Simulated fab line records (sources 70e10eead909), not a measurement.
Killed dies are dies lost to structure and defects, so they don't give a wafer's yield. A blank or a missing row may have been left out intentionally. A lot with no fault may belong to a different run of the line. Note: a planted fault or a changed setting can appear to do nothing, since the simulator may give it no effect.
What tool caused it? ; flow nand_harc ; Sampling: 13 lots, 38 wafers, 4 of 1302 route steps

## WHAT THE GAUGES READ, wafer by wafer
NHARC_A_SIN_REMOVE_INSPECT_04.
lot;measured;on;raw_defect_count
L538;day 20 22:04;defect_inspect-01;510 388 538
L540;day 21 17:07;defect_inspect-01;457 457 525
L541;day 21 19:01;defect_inspect-02;406 452 591
L544;day 22 05:31;defect_inspect-02;388 635 393
L543;day 23 10:39;defect_inspect-02;416 348 298
L546;day 24 06:25;defect_inspect-02;393 423
L553;day 26 21:12;defect_inspect-02;322 287 248
L556;day 27 04:18;defect_inspect-01;635 499 487
L555;day 27 07:48;defect_inspect-02;388 219 199
L554;day 27 07:48;defect_inspect-01;381 349 368
L558;day 29 04:25;defect_inspect-02;489 360 304
L560;day 29 11:20;defect_inspect-02;306 266 363
L559;day 29 23:24;defect_inspect-02;281 327 443

NHARC_A_WL_FILL_INSPECT_15.
lot;measured;on;raw_defect_count
L538;day 21 14:26;defect_inspect-02;646 734 441
L540;day 22 12:21;defect_inspect-01;462 668 474
L541;day 22 12:22;defect_inspect-02;505 411 394
L544;day 23 00:35;defect_inspect-01;789 485 483
L543;day 24 06:13;defect_inspect-01;443 354 324
L546;day 24 22:23;defect_inspect-01;459 337
L553;day 27 15:31;defect_inspect-01;558 408 461
L556;day 28 01:27;defect_inspect-01;476 738 537
L555;day 28 01:26;defect_inspect-02;405 500 656
L554;day 28 01:36;defect_inspect-01;500 413 419
L558;day 30 00:14;defect_inspect-02;531 413 351
L560;day 30 07:46;defect_inspect-01;423 475 283
L559;day 30 17:43;defect_inspect-01;459 547 498

## WHAT TOOL EACH LOT RAN ON (gives the tool, then ch and the chambers of the sampled wafers, and finally the start)
lot;NHARC_A_WL_FILL_STRIP_29;NHARC_A_WL_FILL_ALD_19
L538;rie_diel-12 ch 0,3, day 21 08:05;ald_metal-02 ch 0,1,3, day 21 13:36
L540;rie_diel-03 ch 0,3, day 22 05:54;ald_metal-03 ch 0,1,2, day 22 11:28
L541;rie_diel-13 ch 2,3, day 22 05:57;ald_metal-01 ch 0,2,3, day 22 11:34
L544;rie_diel-12 ch 0,1,2, day 22 18:13;ald_metal-02 ch 0,2,3, day 22 23:45
L543;rie_diel-03 ch 0,1, day 23 23:01;ald_metal-02 ch 0,3, day 24 05:21
L546;rie_diel-03 ch 0,2, day 24 16:13;ald_metal-02 ch 0,1, day 24 21:33
L553;rie_diel-13 ch 1,2,3, day 27 09:10;ald_metal-01 ch 0,1,2, day 27 14:41
L556;rie_diel-12 ch 0,1,2, day 27 19:38;ald_metal-01 ch 0,2,3, day 28 00:38
L555;rie_diel-13 ch 0,2,3, day 27 19:44;ald_metal-02 ch 0,1,2, day 28 00:36
L554;rie_diel-03 ch 1,3, day 27 18:59;ald_metal-03 ch 1,3, day 28 00:38
L558;rie_diel-12 ch 0,2,3, day 29 17:46;ald_metal-02 ch 1,2,3, day 29 23:23
L560;rie_diel-12 ch 0,2, day 30 00:26;ald_metal-01 ch 0,1,3, day 30 06:58
L559;rie_diel-13 ch 0,1,3, day 30 11:16;ald_metal-03 ch 0,1,2, day 30 16:52
- NHARC_A_WL_FILL_STRIP_29: strips in O2, time 20 s.
- NHARC_A_WL_FILL_ALD_19: deposits TiN, target thk 2 nm, pulse time 3 s, ald cycles 100.

## AS READ BY THE TOOLS THEMSELVES (means over the sampled wafers that have a number; for cases with no such wafer, the mark the record gives instead)
NHARC_A_WL_FILL_STRIP_29.
lot;tool;drypump_motor_current_A (A);oes_product_au (a.u.);rf_vpp_V (V);showerhead_plenum_p_Torr (Torr);throttle_valve_pct (%)
L538;rie_diel-12;6.0;0.986;57.0;3.39;17.032
L540;rie_diel-03;5.5;1.003;58.2;3.35;17.039
L541;rie_diel-13;5.7;0.994;58.0;3.44;17.038
L544;rie_diel-12;5.3;1.004;58.2;3.61;17.027
L543;rie_diel-03;5.5;0.991;57.1;3.38;17.029
L546;rie_diel-03;5.7;1.006;57.6;3.43;17.050
L553;rie_diel-13;5.8;0.985;58.3;3.50;17.037
L556;rie_diel-12;5.3;0.990;58.5;3.61;17.040
L555;rie_diel-13;5.9;1.002;57.6;3.50;17.037
L554;rie_diel-03;5.7;1.008;57.3;3.36;17.041
L558;rie_diel-12;5.6;1.000;58.5;3.49;17.035
L560;rie_diel-12;5.3;0.992;57.8;3.60;17.036
L559;rie_diel-13;5.9;0.994;56.9;3.56;17.039

NHARC_A_WL_FILL_ALD_19.
lot;tool;heater_power_w (W);precursor_pulse_height_rel
L538;ald_metal-02;1064;0.996
L540;ald_metal-03;1083;0.988
L541;ald_metal-01;1103;1.006
L544;ald_metal-02;1057;0.996
L543;ald_metal-02;1009;1.018
L546;ald_metal-02;1078;0.999
L553;ald_metal-01;1033;0.975
L556;ald_metal-01;1084;0.993
L555;ald_metal-02;1118;1.005
L554;ald_metal-03;1093;0.999
L558;ald_metal-02;1128;1.007
L560;ald_metal-01;1176;0.998
L559;ald_metal-03;1100;1.014

## THE ANSWER, worked out from the rows above alone
Rule: usual is defined by the lots themselves. The widest of any qualifying gaps counts: lots, ordered by their means at a reading, are off when they make up no more than a third of the lots, leave a main group of 4 or more, and stand apart from it by 3 or more times the standard deviation of that group's means. Not used: any main group whose means are identical at the precision the tables above print for the reading. Also off: a lot with no number at a reading for which 4 or more lots have one. The other lots that the step has rows for count as sound. Order of review: gauges by route order, followed by the tools' own readings, for which a lot's mean as printed above is used. At the first step where some lot is off, the reading lying furthest off is the one used; lots without a number count as furthest.
No lot is off at any reading shown: from this, nothing can be told.

## WHAT HAD BEEN PUT IN BY THE SIMULATOR
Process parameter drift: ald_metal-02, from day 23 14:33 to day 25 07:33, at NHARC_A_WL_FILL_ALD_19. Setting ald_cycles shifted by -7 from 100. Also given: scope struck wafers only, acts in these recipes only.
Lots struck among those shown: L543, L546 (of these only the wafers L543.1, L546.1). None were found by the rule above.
